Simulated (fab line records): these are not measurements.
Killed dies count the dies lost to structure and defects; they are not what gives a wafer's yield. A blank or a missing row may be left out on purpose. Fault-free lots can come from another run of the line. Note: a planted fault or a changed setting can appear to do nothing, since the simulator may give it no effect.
Struck lot and sound lot, side by side -- flow n5_finfet -- 13 out of 1938 route steps
Sound: the wafers L982.2, L982.3, L982.5. Wafers struck: L971.1, L971.3, L971.5. The cause is given at the end.
For every step that has rows: the tool of each side, followed by ch and its chambers, followed by its first start. Under that, the readings that differ: sound wafers -- struck wafers -- difference of the means -- sigmas: that difference in standard deviations of wafers without a fault.
alike: same words and numbers on both sides, and readings whose means sit less than 2 such deviations apart. not compared: any withheld reading, any reading some wafer has no value for, any bound like >300 that may hide the same value, and any number with overlapping values for which the record gives no deviation.
A row with sigmas, a row that says differs or no value, or rows on one side alone: a step with any of these is where the two part. Numbers that have no deviation but don't overlap get no sigmas and don't part them. A reading that every wafer of one side lacks parts them only if that side has two wafers or more.

first, 9 steps without rows for these wafers: N5_BEOL_M0_SAQP_COAT_87 (time 60 s, resist thk 5 nm); N5_BEOL_M0_SAQP_COAT_34 (resist thk 30 nm); N5_BEOL_M0_SAQP_EBR_36; N5_BEOL_M0_SAQP_SOFTBAKE_35 (time 60 s); N5_BEOL_M0_SAQP_EXPOSE_37 (exposes mask M0 CUT1, target cd 30 nm); N5_BEOL_M0_SAQP_PEB_38 (peb time 60 s); N5_BEOL_M0_SAQP_DEVELOP_39 (develop time 30 s); N5_BEOL_M0_SAQP_DESCUM_45 (chemistry O2, time 7 s); N5_BEOL_M0_SAQP_ETCH_88 (etches underlayer in N2/H2, target depth 6.5 nm, time 5.2 s).
N5_BEOL_M0_SAQP_ETCH_73: etches SiARC in CF4, target depth 19.5 nm, time 32.5 s.
  sound on rie_diel-02 ch 0,1,3, day 11 09:14; struck on rie_diel-03 ch 0,1,3, day 8 10:00
  no value came back on the struck wafers for any of 8 readings (bias_w (W), cf4_flow_sccm (sccm) and others); on the sound wafers bias_w (W) reads 35.96 35.92 35.90
  not compared: rf_hours_counter_h
then, 1 step without rows for these wafers: N5_BEOL_M0_SAQP_CUT_ETCH_46 (etches SOC in N2/H2, target depth 135 nm, overetch 27 nm, time 202.5 s).
N5_BEOL_M4_RC_MEAS_101:
  the record has rows for the sound wafers here (prober-02 ch 0, day 13 06:23) and none for the struck ones
-- record jumps: 6 days separate the struck wafers' starts on either side; left off in module BEOL_M4, taken up again in module PASSIVATION, whose first shown step is the route's number 1936 --
N5_PASSIVATION_PROBE_49:
  sound on prober-02, day 17 17:41; struck on prober-02, day 14 21:41
reading,sound,struck,difference,sigmas
defect_limited_yield (%),89.6 91.1 91.0,0 0 0,-91,-65
killed_at_M0_to_M3,36 25 36,1120 1117 1096,+1079,+99 or more
killed_dies,123 105 106,1180 1180 1180,+1069,+67
killed_on_rim,21 21 14,152 152 152,+133,+33
sort_bin_5_function (%),5.9 4.9 4.6,96.9 96.4 95.7,+91.2,+99 or more
sort_bin_8_speed (%),0.17 0 0,0 0 0,+0,-4
sort_n_pass,1057 1075 1074,0 0 0,-1069,-67
  alike: killed_at_M4_up, killed_at_contacts, killed_at_front_end, killed_at_other, killed_open, killed_short, sort_bin_6_memory

== WHERE THEY PART ==
Earliest at N5_BEOL_M0_SAQP_ETCH_73; latest, in this record, at N5_PASSIVATION_PROBE_49.

WHY: what had been put in by the simulator
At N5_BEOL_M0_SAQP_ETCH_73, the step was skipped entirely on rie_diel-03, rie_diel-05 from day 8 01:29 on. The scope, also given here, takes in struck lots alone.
